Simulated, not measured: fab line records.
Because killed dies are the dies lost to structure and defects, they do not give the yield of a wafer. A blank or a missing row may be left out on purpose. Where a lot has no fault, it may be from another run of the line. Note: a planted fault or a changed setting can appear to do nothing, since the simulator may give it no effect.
fab line records	flow n5Finfet
record: lots: 7	wafers: 21
route steps=1938 shown BEOL_M5@1130 BEOL_M6@1194 BEOL_M7@1270 BEOL_M8@1335 BEOL_M10@1476
startH: hours from the record's first day to the start of the lot's first wafer shown	waitH: time in hours since the lot's previous step	" same as the row above	L1.1+2: a row that stands for several wafers	- either no value or no given start	* or withheld: withheld	< > ~ a bound
route shown NAME@n: a module of which the file shows steps, and the number in the route of the first	usual: mean and standard deviation over wafers with no fault	same: alike in all rows	chamber/n: place in a boat	sites: per-site readings	_std_site: standard deviation of those values	_edge_site: inner sites' mean taken away from outer sites' mean	radiusMm: for every site, how far away it sits from the centre of the wafer	mask NAME#n: copy n	behind: the tool/chamber that last shaped the wafer	hold: why the lot was held/for how many hours/how that ended	device: transistor that didn't switch, given as n, p or np	end of line: tests run on the same wafers once the route is complete	step lacking rows: just its recipe	killed: at the first sort, the dies lost to defects and structure; wafer yield is something else	map: a wafer's dies, marking killed ones x, the rest . and places with no die _
set.NAME: setting as actually run; set.NAME@STEP: the setting as run at that earlier step	model.NAME: the simulator's own value behind a step, which no gauge read
one table per step and one row per wafer, for lots whose settings were changed on purpose
== steps ==
step: N5_BEOL_M5_ETCH_72
recipe: chemistry: N2/H2	target: underlayer	targetDepthA: 65	maskMaterial: CAR-EUV	timeS: 5.2	ionEnergyEv: 200	pressureMtorr: 30	sourceW: 840	biasW: 150	n2FlowSccm: 200	h2FlowSccm: 200	ends: cleared
usual: rfVppV: 524.3/1.8
lot.wafer	tool	chamber	startH	waitH	set.biasW	rfVppV
L075.1	rieDiel-02	0	178.08	0.0	150	526.1
L075.2	"	3	"	"	150	526.1
L075.3	"	1	"	"	150	523.5
L081.1	rieDiel-02	3	213.41	0.0	150	527.3
L081.2	"	0	"	"	171.8	570.1
L081.5	"	1	"	"	150	523.2
L082.1	rieDiel-06	1	213.70	0.0	128.3	478.4
L082.2	"	2	"	"	128.3	471.7
L082.5	"	2	"	"	150	525.5
L084.3	rieDiel-06	2	225.43	0.0	150	524.4
L084.5	"	3	"	"	150	524.3
L084.6	"	2	"	"	150	523.9
L094.3	rieDiel-06	0	319.40	0.0	150	523.8
L094.4	"	1	"	"	150	526.0
L094.5	"	0	"	"	150	521.8
L096.2	rieDiel-02	3	319.45	0.0	150	526.2
L096.3	"	0	"	"	150	522.2
L096.4	"	2	"	"	150	524.4
L097.3	rieDiel-02	1	336.59	0.0	160.4	545.6
L097.5	"	3	"	"	150	526.3
L097.6	"	0	"	"	150	522.5
step: N5_BEOL_M6_ILD_DEP_00
recipe: material: SiCOH_lowk	targetThkA: 1797.5	tempC: 300	precursor: DEMS/porogen	pressureTorr: 5	rfW: 500	timeS: 33.4
lot.wafer	tool	chamber	startH	waitH	set.timeS	model.SiCOH_lowk_of_BEOL_M6_ILD_DEP_00.thkNm
L075.1	pecvd-04	2	186.60	0.0	36.8	195.6
L075.2	"	0	"	"	33.4	179.8
L075.3	"	1	"	"	36.8	195.4
L081.1	pecvd-04	0	222.10	0.0	33.4	180.6
L081.2	"	1	"	"	29.45	156.8
L081.5	"	1	"	"	33.4	180.4
L082.1	pecvd-04	2	222.34	0.0	30.75	165.2
L082.2	"	0	"	"	30.75	163.8
L082.5	"	1	"	"	33.4	178.8
L084.3	pecvd-03	0	234.03	0.0	33.4	180.4
L084.5	"	1	"	"	33.4	181
L084.6	"	2	"	"	36.13	193.8
L096.2	pecvd-04	1	331.08	0.0	33.4	176.4
L096.3	"	0	"	"	33.4	177.8
L096.4	"	1	"	"	33.4	178.4
L094.3	pecvd-03	2	331.24	0.0	33.4	178.6
L094.4	"	2	"	"	33.4	181.8
L094.5	"	1	"	"	33.4	179.6
L097.3	pecvd-01	2	346.44	0.0	33.4	179.2
L097.5	"	1	"	"	33.4	183
L097.6	"	0	"	"	33.4	181
step: N5_BEOL_M6_CURE_74
recipe: tempC: 385	timeS: 240	ambient: He/Ar	material: SiCOH_lowk
lot.wafer	tool	chamber	startH	waitH	set.timeS@BEOL_M6_ILD_DEP_00	model.SiCOH_lowk_of_BEOL_M6_ILD_DEP_00.thkNm
L075.1+3	uvCure-03	2	186.67	0.0	36.8	168.8
L075.2	"	2	"	"	33.4	155
L081.1	uvCure-03	1	222.17	0.0	33.4	155.8
L081.2	"	1	"	"	29.45	135
L081.5	"	1	"	"	33.4	155.6
L082.1	uvCure-01	0	222.41	0.0	30.75	142.2
L082.2	"	0	"	"	30.75	141.2
L082.5	"	0	"	"	33.4	154.2
L084.3	uvCure-03	0	234.41	0.4	33.4	155.6
L084.5	"	0	"	"	33.4	156.2
L084.6	"	0	"	"	36.13	167.2
L096.2	uvCure-02	2	331.22	0.1	33.4	152
L096.3	"	2	"	"	33.4	153.4
L096.4	"	2	"	"	33.4	153.8
L094.3	uvCure-01	2	331.46	0.2	33.4	154
L094.4	"	2	"	"	33.4	156.8
L094.5	"	2	"	"	33.4	155
L097.3	uvCure-01	2	346.67	0.2	33.4	154.6
L097.5	"	2	"	"	33.4	157.8
L097.6	"	2	"	"	33.4	156.2
step: N5_BEOL_M6_THK_MEAS_01
recipe: reads: SiCOH_lowk_of_BEOL_M6_ILD_DEP_00
usual: M6_ILD_THK: 154.5/2
lot.wafer	tool	chamber	startH	waitH	set.timeS@BEOL_M6_ILD_DEP_00	M6_ILD_THK[nm]
L075.1	filmMetro-02	-	187.66	0.8	36.8	168.7
L075.2	"	-	"	"	33.4	154.9
L075.3	"	-	"	"	36.8	168.8
L081.1	filmMetro-02	-	222.68	0.4	33.4	155.6
L081.2	"	-	"	"	29.45	135.0
L081.5	"	-	"	"	33.4	155.6
L082.1	filmMetro-02	-	222.92	0.4	30.75	142.2
L082.2	"	-	"	"	30.75	141.2
L082.5	"	-	"	"	33.4	154.2
L084.3	filmMetro-02	-	235.08	0.5	33.4	155.6
L084.5	"	-	"	"	33.4	156.2
L084.6	"	-	"	"	36.13	167.2
L096.2	filmMetro-01	-	331.66	0.4	33.4	152.0
L096.3	"	-	"	"	33.4	153.4
L096.4	"	-	"	"	33.4	153.9
L094.3	filmMetro-02	-	331.82	0.3	33.4	154.1
L094.4	"	-	"	"	33.4	156.9
L094.5	"	-	"	"	33.4	155.0
L097.3	filmMetro-01	-	347.02	0.3	33.4	154.5
L097.5	"	-	"	"	33.4	157.9
L097.6	"	-	"	"	33.4	156.1
step: N5_BEOL_M6_COAT_05
recipe: resist: CAR-ArF	spinRpm: 1500	resistThkNm: 90
lot.wafer	tool	chamber	startH	waitH	set.spinRpm	model.CAR-ArF_of_BEOL_M6_COAT_05.thkNm
L075.1+3	lithoTrack-01	0	-	-	1337	95
L075.2	"	0	"	"	1500	89.4
L081.1	lithoTrack-02	0	-	-	1500	90.4
L081.2	"	0	"	"	1500	90
L081.5	"	0	"	"	1500	90.2
L082.1	lithoTrack-04	0	-	-	1500	90.4
L082.2	"	0	"	"	1358	94.8
L082.5	"	0	"	"	1358	95.2
L084.3	lithoTrack-04	0	-	-	1597	87.8
L084.5	"	0	"	"	1500	90.4
L084.6	"	0	"	"	1500	90.2
L096.2	lithoTrack-04	0	-	-	1500	90.4
L096.3	"	0	"	"	1500	90.2
L096.4	"	0	"	"	1500	90
L094.3+5	lithoTrack-01	0	-	-	1500	89.8
L094.4	"	0	"	"	1500	90
L097.3+6	lithoTrack-04	0	-	-	1335	96
L097.5	"	0	"	"	1500	90.2
step: N5_BEOL_M6_EBR_07
recipe: solvent: PGMEA	ebrWidthMm: 1.5
step: N5_BEOL_M6_SOFTBAKE_06
recipe: tempC: 110	timeS: 60	resist: CAR-ArF
step: N5_BEOL_M6_EXPOSE_08
recipe: maskId: M6	na: 1.35	sourceShape: dipole	sigmaInner: 0.817	sigmaOuter: 0.97	polarization: te	doseMj: 68.25
step: N5_BEOL_M6_PEB_09
recipe: pebTempC: withheld	pebTimeS: 60	resist: CAR-ArF
step: N5_BEOL_M6_DEVELOP_10
recipe: developTimeS: 30	developer: TMAH	resist: CAR-ArF	rinseLiquid: diw	dry: airSpin	devTempC: 23
lot.wafer	tool	chamber	startH	waitH	set.spinRpm@BEOL_M6_COAT_05	model.CAR-ArF_of_BEOL_M6_COAT_05.thkNm
L075.1+3	lithoTrack-01	0	-	-	1337	93.4
L075.2	"	0	"	"	1500	87.8
L081.1	lithoTrack-02	0	-	-	1500	88.6
L081.2	"	0	"	"	1500	88.2
L081.5	"	0	"	"	1500	88.4
L082.1	lithoTrack-02	0	-	-	1500	88.6
L082.2	"	0	"	"	1358	93.2
L082.5	"	0	"	"	1358	93.4
L084.3	lithoTrack-02	0	-	-	1597	86
L084.5+6	"	0	"	"	1500	88.6
L096.2	lithoTrack-02	0	-	-	1500	88.6
L096.3+4	"	0	"	"	1500	88.4
L094.3	lithoTrack-02	0	-	-	1500	88.2
L094.4	"	0	"	"	1500	88.4
L094.5	"	0	"	"	1500	88
L097.3	lithoTrack-04	0	-	-	1335	94.2
L097.5	"	0	"	"	1500	88.4
L097.6	"	0	"	"	1335	94.4
step: N5_BEOL_M7_COAT_05
recipe: resist: CAR-ArF	spinRpm: 1500	resistThkNm: 90
lot.wafer	tool	chamber	startH	waitH	set.spinRpm	model.CAR-ArF_of_BEOL_M7_COAT_05.thkNm
L075.1	lithoTrack-03	0	-	-	1500	90
L075.2	"	0	"	"	1500	89.8
L075.3	"	0	"	"	1603	87
L081.1	lithoTrack-05	0	-	-	1551	88.4
L081.2	"	0	"	"	1551	88.6
L081.5	"	0	"	"	1500	89.8
L082.1	lithoTrack-04	0	-	-	1500	90.4
L082.2	"	0	"	"	1500	90.2
L082.5	"	0	"	"	1500	90
L084.3+5	lithoTrack-03	0	-	-	1500	89.8
L084.6	"	0	"	"	1500	90
L096.2+4	lithoTrack-05	0	-	-	1500	90.2
L096.3	"	0	"	"	1500	90
L094.3	lithoTrack-03	0	-	-	1500	90
L094.4	"	0	"	"	1430	92.2
L094.5	"	0	"	"	1500	89.8
L097.3	lithoTrack-05	0	-	-	1619	86.4
L097.5	"	0	"	"	1619	87.2
L097.6	"	0	"	"	1619	87
step: N5_BEOL_M7_EBR_07
recipe: solvent: PGMEA	ebrWidthMm: 1.5
step: N5_BEOL_M7_SOFTBAKE_06
recipe: tempC: 110	timeS: 60	resist: CAR-ArF
step: N5_BEOL_M7_EXPOSE_08
recipe: maskId: M7	na: 1.35	sourceShape: dipole	sigmaInner: 0.817	sigmaOuter: 0.97	polarization: te	doseMj: 68.25
step: N5_BEOL_M7_PEB_09
recipe: pebTempC: withheld	pebTimeS: 60	resist: CAR-ArF
step: N5_BEOL_M7_DEVELOP_10
recipe: developTimeS: 30	developer: TMAH	resist: CAR-ArF	rinseLiquid: diw	dry: airSpin	devTempC: 23
lot.wafer	tool	chamber	startH	waitH	set.spinRpm@BEOL_M7_COAT_05	model.CAR-ArF_of_BEOL_M7_COAT_05.thkNm
L075.1+2	lithoTrack-03	0	-	-	1500	88.2
L075.3	"	0	"	"	1603	85.4
L081.1+2	lithoTrack-05	0	-	-	1551	86.8
L081.5	"	0	"	"	1500	88.2
L082.1	lithoTrack-05	0	-	-	1500	88.8
L082.2+5	"	0	"	"	1500	88.4
L084.3+5+6	lithoTrack-05	0	-	-	1500	88.2
L096.2	lithoTrack-05	0	-	-	1500	88.6
L096.3+4	"	0	"	"	1500	88.4
L094.3	lithoTrack-03	0	-	-	1500	88.4
L094.4	"	0	"	"	1430	90.4
L094.5	"	0	"	"	1500	88.2
L097.3	lithoTrack-05	0	-	-	1619	84.8
L097.5+6	"	0	"	"	1619	85.4
step: N5_BEOL_M7_DESCUM_16
recipe: chemistry: O2	timeS: 7.9	sourcePowerW: 50	biasPowerW: 20	pressureMtorr: 20	rfFrequencyHz: 2.712e+07	tempC: 40	resist: CAR-ArF	o2FlowSccm: 225
lot.wafer	tool	chamber	startH	waitH	set.spinRpm@BEOL_M7_COAT_05	model.CAR-ArF_of_BEOL_M7_COAT_05.thkNm
L075.1	rieDiel-02	0	197.18	0.0	1500	83.4
L075.2	"	1	"	"	1500	83.2
L075.3	"	2	"	"	1603	80.6
L081.1	rieDiel-04	0	231.85	0.0	1551	81.8
L081.2	"	1	"	"	1551	82
L081.5	"	2	"	"	1500	83.4
L082.1	rieDiel-04	0	232.11	0.2	1500	83.8
L082.2	"	2	"	"	1500	83.6
L082.5	"	0	"	"	1500	83.4
L084.3+5	rieDiel-06	3	243.10	0.0	1500	83.2
L084.6	"	0	"	"	1500	83.4
L096.2	rieDiel-04	2	340.26	0.2	1500	83.8
L096.3	"	0	"	"	1500	83.4
L096.4	"	3	"	"	1500	83.6
L094.3	rieDiel-02	0	341.77	0.4	1500	83.6
L094.4	"	1	"	"	1430	85.6
L094.5	"	0	"	"	1500	83.4
L097.3	rieDiel-02	1	360.03	0.0	1619	80
L097.5+6	"	3,1	"	"	1619	80.6
step: N5_BEOL_M7_ETCH_61
recipe: chemistry: CF4	target: SiARC	targetDepthA: 455	maskMaterial: CAR-ArF	timeS: 75.8	ionEnergyEv: 80	pressureMtorr: 40	sourceW: 545	biasW: 36	Ar_flow_sccm: 100	cf4FlowSccm: 100	ends: cleared
usual: etchRfOnTimeS: 76.0/1.6	rfVppV: 184.3/1.1
lot.wafer	tool	chamber	startH	waitH	set.sourceW	etchRfOnTimeS	rfVppV
L075.1	rieDiel-02	0	197.22	0.0	545	78.7	181.7
L075.2	"	1	"	"	545	75.5	183.7
L075.3	"	2	"	"	545	75.0	186.2
L081.1	rieDiel-04	0	231.89	0.0	545	74.0	183.7
L081.2	"	1	"	"	580.3	71.4	181.1
L081.5	"	2	"	"	580.3	71.9	181.3
L082.1	rieDiel-04	0	232.14	0.0	545	73.8	184.7
L082.2	"	2	"	"	545	75.3	182.3
L082.5	"	0	"	"	545	73.6	184.7
L084.3	rieDiel-06	3	243.14	0.0	545	73.7	184.4
L084.5	"	3	"	"	545	73.3	183.1
L084.6	"	0	"	"	630.3	67.1	174.4
L096.2	rieDiel-04	2	340.30	0.0	545	76.4	183.8
L096.3	"	0	"	"	545	74.8	183.6
L096.4	"	3	"	"	545	77.2	184.0
L094.3	rieDiel-02	0	341.80	0.0	515.1	83.9	186.6
L094.4	"	1	"	"	545	76.5	184.7
L094.5	"	0	"	"	515.1	84.1	188.7
L097.3	rieDiel-02	1	360.07	0.0	639.5	66.0	176.2
L097.5	"	3	"	"	545	77.5	185.7
L097.6	"	1	"	"	545	75.9	184.0
step: N5_BEOL_M8_PECVD_70
recipe: material: SiO2	targetThkA: 200	tempC: 400	precursor: TEOS/O2	pressureTorr: 5.5	rfW: 450	teosFlowSccm: 53.8	gas: O2	flowSccm: 3000	timeS: 22.7
lot.wafer	tool	chamber	startH	waitH	set.timeS	model.SiO2_of_BEOL_M8_PECVD_70.thkNm
L075.1	pecvd-01	0	202.69	0.0	22.7	19.8
L075.2	"	2	"	"	21.66	18.4
L075.3	"	1	"	"	22.7	19.4
L082.1	pecvd-02	0	237.80	0.0	22.7	19.6
L082.2	"	2	"	"	20.8	17.8
L082.5	"	2	"	"	22.7	19.8
L081.1	pecvd-01	1	238.71	0.0	22.7	19.4
L081.2	"	2	"	"	22.7	19.8
L081.5	"	0	"	"	22.7	20.2
L084.3	pecvd-01	1	247.41	0.0	22.7	19.6
L084.5	"	2	"	"	20.48	18.2
L084.6	"	0	"	"	20.48	18.6
L096.2	pecvd-04	0	346.81	0.0	22.7	20
L096.3	"	2	"	"	22.7	19.8
L096.4	"	1	"	"	22.7	19.6
L094.3	pecvd-01	1	347.84	0.0	25.12	21.8
L094.4	"	1	"	"	22.7	20.4
L094.5	"	0	"	"	22.7	20.6
L097.3	pecvd-02	2	367.91	0.0	22.7	19.8
L097.5	"	1	"	"	22.7	20.4
L097.6	"	0	"	"	20.71	18.4
step: N5_BEOL_M8_ETCH_65
recipe: chemistry: CF4	target: SiARC	targetDepthA: 156	maskMaterial: CAR-EUV	timeS: 26	ionEnergyEv: 80	pressureMtorr: 40	sourceW: 545	biasW: 36	Ar_flow_sccm: 100	cf4FlowSccm: 100	ends: cleared
usual: rfVppV: 184.2/1.3
lot.wafer	tool	chamber	startH	waitH	set.sourceW	rfVppV
L075.1	rieDiel-05	3	207.33	0.0	468.5	192.8
L075.2	"	0	"	"	468.5	193.1
L075.3	"	1	"	"	545	184.4
L082.1	rieDiel-05	2	240.29	0.0	545	184.3
L082.2	"	0	"	"	545	185.7
L082.5	"	2	"	"	545	184.1
L081.1	rieDiel-03	3	242.11	0.0	545	183.3
L081.2	"	0	"	"	545	183.3
L081.5	"	2	"	"	545	183.3
L084.3	rieDiel-03	1	255.76	0.0	545	183.7
L084.5	"	3	"	"	545	182.9
L084.6	"	0	"	"	545	185.2
L096.2	rieDiel-05	0	351.03	0.0	545	185.0
L096.3	"	1	"	"	545	184.0
L096.4	"	3	"	"	545	185.7
L094.3	rieDiel-03	1	351.21	0.0	545	184.4
L094.4	"	0	"	"	545	184.2
L094.5	"	3	"	"	506.8	190.6
L097.3	rieDiel-01	2	378.93	0.0	545	186.3
L097.5	"	0	"	"	545	186.3
L097.6	"	3	"	"	503.3	190.1
step: N5_BEOL_M8_TRENCH_ETCH_37
recipe: chemistry: C4F6/O2	targetDepthA: 934.78	target: SiCOH_lowk	timeS: 31.2	ionEnergyEv: 250	pressureMtorr: 30	sourceW: 345	biasW: 185	Ar_flow_sccm: 300	C4F6_flow_sccm: 10	O2_flow_sccm: 10
usual: rfVppV: 663/13
lot.wafer	tool	chamber	startH	waitH	set.sourceW	rfVppV
L075.1	rieDiel-05	3	-	-	345	642
L075.2	"	0	"	"	399.8	596
L075.3	"	1	"	"	399.8	605
L082.1	rieDiel-05	2	-	-	345	681
L082.2	"	0	"	"	376.6	625
L082.5	"	2	"	"	376.6	651
L081.1	rieDiel-03	3	-	-	322.6	689
L081.2	"	0	"	"	322.6	697
L081.5	"	2	"	"	345	661
L084.3	rieDiel-03	1	-	-	345	658
L084.5	"	3	"	"	345	666
L084.6	"	0	"	"	304.7	718
L096.2	rieDiel-05	0	-	-	345	652
L096.3	"	1	"	"	345	651
L096.4	"	3	"	"	345	652
L094.3	rieDiel-03	1	-	-	345	658
L094.4	"	0	"	"	345	673
L094.5	"	3	"	"	345	676
L097.3	rieDiel-01	2	-	-	345	682
L097.5	"	0	"	"	375.6	645
L097.6	"	3	"	"	375.6	627
step: N5_BEOL_M8_ETCH_41
recipe: chemistry: CH3F/O2	target: SiCN	targetDepthA: 319	taperDeg: 2	timeS: 57.8	ionEnergyEv: 120	maskMaterial: TiN	pressureMtorr: 30	sourceW: 395	biasW: 75	Ar_flow_sccm: 150	CH3F_flow_sccm: 30	O2_flow_sccm: 20
step: N5_BEOL_M8_STRIP_80
recipe: chemistry: N2/H2	timeS: 10	powerW: 450	tempC: 40	pressureMtorr: 20	rfFrequencyHz: 6e+07	biasPowerW: 7	n2FlowSccm: 200	h2FlowSccm: 200
step: N5_BEOL_M8_HM_STRIP_39
recipe: chemistry: peroxideTinStrip	material: TiN	targetDepthA: 250	tempC: 50	timeS: 158
lot.wafer	tool	chamber	startH	waitH	set.timeS@BEOL_M8_PECVD_70	model.SiO2_of_BEOL_M8_PECVD_70.thkNm
L075.1	wetBench-06	4	207.74	0.0	22.7	19.6
L075.2	"	2	"	"	21.66	18.4
L075.3	"	3	"	"	22.7	19.2
L082.1	wetBench-04	2	240.70	0.0	22.7	19.4
L082.2	"	5	"	"	20.8	17.6
L082.5	"	4	"	"	22.7	19.6
L081.1	wetBench-01	6	242.52	0.0	22.7	19.4
L081.2	"	5	"	"	22.7	19.6
L081.5	"	7	"	"	22.7	20
L084.3	wetBench-04	3	256.17	0.0	22.7	19.6
L084.5	"	1	"	"	20.48	18
L084.6	"	6	"	"	20.48	18.4
L096.2	wetBench-01	7	351.44	0.0	22.7	19.8
L096.3+4	"	4,0	"	"	22.7	19.6
L094.3	wetBench-06	3	351.62	0.0	25.12	21.8
L094.4	"	0	"	"	22.7	20.2
L094.5	"	1	"	"	22.7	20.4
L097.3	wetBench-01	3	379.35	0.0	22.7	19.6
L097.5	"	5	"	"	22.7	20.2
L097.6	"	4	"	"	20.71	18.4
step: N5_BEOL_M10_COAT_60
recipe: resist: SiARC	tempC: 220	timeS: 60	spinRpm: 1500	resistThkNm: 30
lot.wafer	tool	chamber	startH	waitH	set.spinRpm	model.SiARC_of_BEOL_M10_COAT_60.thkNm
L075.1+3	lithoTrack-01	0	-	-	1500	29.8
L075.2	"	0	"	"	1500	30
L081.1+2+5	lithoTrack-01	0	-	-	1500	30
L082.1	lithoTrack-03	0	-	-	1558	29.4
L082.2	"	0	"	"	1558	29.6
L082.5	"	0	"	"	1500	30.2
L084.3+5+6	lithoTrack-05	0	-	-	1650	28.6
L094.3+4+5	lithoTrack-03	0	-	-	1500	30
L096.2+4	lithoTrack-05	0	-	-	1500	30
L096.3	"	0	"	"	1500	29.8
L097.3+6	lithoTrack-05	0	-	-	1500	30
L097.5	"	0	"	"	1411	31
== key ==
split: step: N5_BEOL_M5_ETCH_72	setting: biasW	stated: 150	by: wafer
response: step: N5_BEOL_M5_ETCH_72	reading: rfVppV	change: +3.26	per: 1%	r: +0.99
split: step: N5_BEOL_M6_ILD_DEP_00	setting: timeS	stated: 33.4	by: wafer
response: step: N5_BEOL_M6_ILD_DEP_00	reading: model.SiCOH_lowk_of_BEOL_M6_ILD_DEP_00.thkNm	change: +1.77	per: 1%	r: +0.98
response: step: N5_BEOL_M6_CURE_74	reading: model.SiCOH_lowk_of_BEOL_M6_ILD_DEP_00.thkNm	change: +1.55	per: 1%	r: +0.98
response: step: N5_BEOL_M6_THK_MEAS_01	reading: M6_ILD_THK	change: +1.54	per: 1%	r: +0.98
split: step: N5_BEOL_M6_COAT_05	setting: spinRpm	stated: 1500	by: wafer
response: step: N5_BEOL_M6_COAT_05	reading: model.CAR-ArF_of_BEOL_M6_COAT_05.thkNm	change: -0.498	per: 1%	r: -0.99
response: step: N5_BEOL_M6_DEVELOP_10	reading: model.CAR-ArF_of_BEOL_M6_COAT_05.thkNm	change: -0.505	per: 1%	r: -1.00
split: step: N5_BEOL_M7_COAT_05	setting: spinRpm	stated: 1500	by: wafer
response: step: N5_BEOL_M7_COAT_05	reading: model.CAR-ArF_of_BEOL_M7_COAT_05.thkNm	change: -0.436	per: 1%	r: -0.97
response: step: N5_BEOL_M7_DEVELOP_10	reading: model.CAR-ArF_of_BEOL_M7_COAT_05.thkNm	change: -0.42	per: 1%	r: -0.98
response: step: N5_BEOL_M7_DESCUM_16	reading: model.CAR-ArF_of_BEOL_M7_COAT_05.thkNm	change: -0.415	per: 1%	r: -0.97
split: step: N5_BEOL_M7_ETCH_61	setting: sourceW	stated: 545	by: wafer
response: step: N5_BEOL_M7_ETCH_61	reading: etchRfOnTimeS	change: *	per: 1%	r: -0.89
response: step: N5_BEOL_M7_ETCH_61	reading: rfVppV	change: -0.532	per: 1%	r: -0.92
split: step: N5_BEOL_M8_PECVD_70	setting: timeS	stated: 22.7	by: wafer
response: step: N5_BEOL_M8_PECVD_70	reading: model.SiO2_of_BEOL_M8_PECVD_70.thkNm	change: +0.164	per: 1%	r: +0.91
response: step: N5_BEOL_M8_HM_STRIP_39	reading: model.SiO2_of_BEOL_M8_PECVD_70.thkNm	change: +0.168	per: 1%	r: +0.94
split: step: N5_BEOL_M8_ETCH_65	setting: sourceW	stated: 545	by: wafer
response: step: N5_BEOL_M8_ETCH_65	reading: rfVppV	change: -0.637	per: 1%	r: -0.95
split: step: N5_BEOL_M8_TRENCH_ETCH_37	setting: sourceW	stated: 345	by: wafer
response: step: N5_BEOL_M8_TRENCH_ETCH_37	reading: rfVppV	change: -3.92	per: 1%	r: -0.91
split: step: N5_BEOL_M10_COAT_60	setting: spinRpm	stated: 1500	by: wafer
response: step: N5_BEOL_M10_COAT_60	reading: model.SiARC_of_BEOL_M10_COAT_60.thkNm	change: -0.172	per: 1%	r: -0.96
